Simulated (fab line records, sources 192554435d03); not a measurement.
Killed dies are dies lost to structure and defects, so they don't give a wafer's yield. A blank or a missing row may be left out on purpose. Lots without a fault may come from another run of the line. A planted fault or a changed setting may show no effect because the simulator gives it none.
Split-lot experiment | flow n5_finfet | 7 lots, 21 wafers read, on a route of 1938 steps

THE SPLIT
At N5_BEOL_M7_ILD_DEP_00 (deposits SiCOH lowk from DEMS/porogen, target thk 179.75 nm, time 33.4 s), the setting time_s was moved away from the recipe's 33.4 s on 9 of the 21 wafers read, by -5.8% to +13.2%. The other wafers ran this setting at the recipe's value.

FROM THE SPLIT TO THE READING: what the file shows between them, 1 step
- N5_BEOL_M7_CURE_74: cures SiCOH lowk, time 240 s

THE READING
M7_ILD_THK, in nm, at N5_BEOL_M7_THK_MEAS_01. Fault-free wafers of this fab line usually give 155.6 nm, standard deviation 2 nm.

wafer  | tool, chamber at the split | time_s as run, s | against the recipe | M7_ILD_THK, nm | against lot-mates on the recipe
L074.1 | pecvd-01, 0                | 33.4             | recipe             | 153.8          | -
L074.2 | pecvd-01, 2                | 33.4             | recipe             | 151.8          | -
L074.5 | pecvd-01, 2                | 33.4             | recipe             | 154.7          | -
L082.2 | pecvd-01, 1                | 37.81            | +13.2%             | 172.8          | +17.5
L082.5 | pecvd-01, 2                | 33.4             | recipe             | 155.3          | -
L082.6 | pecvd-01, 1                | 37.81            | +13.2%             | 174.9          | +19.6
L084.4 | pecvd-03, 1                | 33.4             | recipe             | 159.6          | -
L084.5 | pecvd-03, 0                | 33.4             | recipe             | 157.0          | -
L084.6 | pecvd-03, 2                | 33.4             | recipe             | 158.4          | -
L086.1 | pecvd-04, 2                | 35.05            | +4.9%              | 159.3          | +2.6
L086.4 | pecvd-04, 0                | 35.05            | +4.9%              | 164.5          | +7.8
L086.5 | pecvd-04, 0                | 33.4             | recipe             | 156.7          | -
L091.1 | pecvd-01, 1                | 33.4             | recipe             | 153.0          | -
L091.4 | pecvd-01, 1                | 31.47            | -5.8%              | 148.6          | -5.8
L091.5 | pecvd-01, 2                | 33.4             | recipe             | 155.8          | -
L092.3 | pecvd-01, 2                | 36.16            | +8.3%              | 167.0          | +11.1
L092.5 | pecvd-01, 0                | 36.16            | +8.3%              | 168.7          | +12.8
L092.6 | pecvd-01, 2                | 33.4             | recipe             | 155.9          | -
L093.3 | pecvd-01, 2                | 35.09            | +5.1%              | 163.4          | +6.2
L093.4 | pecvd-01, 2                | 33.4             | recipe             | 157.2          | -
L093.6 | pecvd-01, 0                | 35.09            | +5.1%              | 162.1          | +4.9

THE FIT
A straight line over all 21 wafers: M7_ILD_THK changes by +1.37 nm for each +1% of time_s; r = +0.96; the points scatter about the line by 2 nm.
The same after taking each lot's own level away (the mean of its wafers on the recipe; 21 wafers): +1.34 nm for each +1%; r = +0.97; scatter 1.5 nm.
On that fit, the largest move of time_s shifts the reading by 18 nm.
The lots' own levels span 153.43 to 158.33 nm, that is 2.5 times the standard deviation above.
So the lot-to-lot level changes the slope little: the two slopes agree.
Check: with one of the wafers moved furthest among these (+13.2%) left out of the fit, the line predicts +17.7 nm for it against its lot-mates. It came out at +17.5 nm against them.

OTHER SPLITS ON THESE WAFERS
These wafers also went through other splits before the reading. Each is held against what the fit with the lots' levels taken away leaves over:
other split on the same wafers | wafers away from the commonest value | r with M7_ILD_THK (lot level and that fit taken away)
N5_BEOL_M4_ETCH_64 bias_w      | 9                                    | +0.18
N5_BEOL_M4_COAT_22 spin_rpm    | 4                                    | -0.04
N5_BEOL_M5_COAT_05 spin_rpm    | 9                                    | +0.41
N5_BEOL_M5_ETCH_62 source_w    | 10                                   | +0.18
N5_BEOL_M5_EXPOSE_25 dose_mj   | 9                                    | -0.36
N5_BEOL_M5_ETCH_68 bias_w      | 10                                   | -0.25
N5_BEOL_M6_ETCH_62 time_s      | 4                                    | +0.13

THE WHOLE CHAIN: every reading that the file lists as answering this split, in the file's order
step                   | what it does                                                             | reading                                                                                  | change (the file's fit)              | r (the file's)
N5_BEOL_M7_ILD_DEP_00  | deposits SiCOH lowk from DEMS/porogen, target thk 179.75 nm, time 33.4 s | SiCOH_lowk_of_BEOL_M7_ILD_DEP_00.thk_nm (the simulator's own value, which no gauge read) | +1.51 nm for each +1% of the setting | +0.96
N5_BEOL_M7_CURE_74     | cures SiCOH lowk, time 240 s                                             | SiCOH_lowk_of_BEOL_M7_ILD_DEP_00.thk_nm (the simulator's own value, which no gauge read) | +1.32 nm for each +1% of the setting | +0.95
N5_BEOL_M7_THK_MEAS_01 |                                                                          | M7_ILD_THK                                                                               | +1.32 for each +1% of the setting    | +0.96

THE FILE'S OWN FIT
M7_ILD_THK changes by +1.32 nm for each +1% of time_s, r = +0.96.
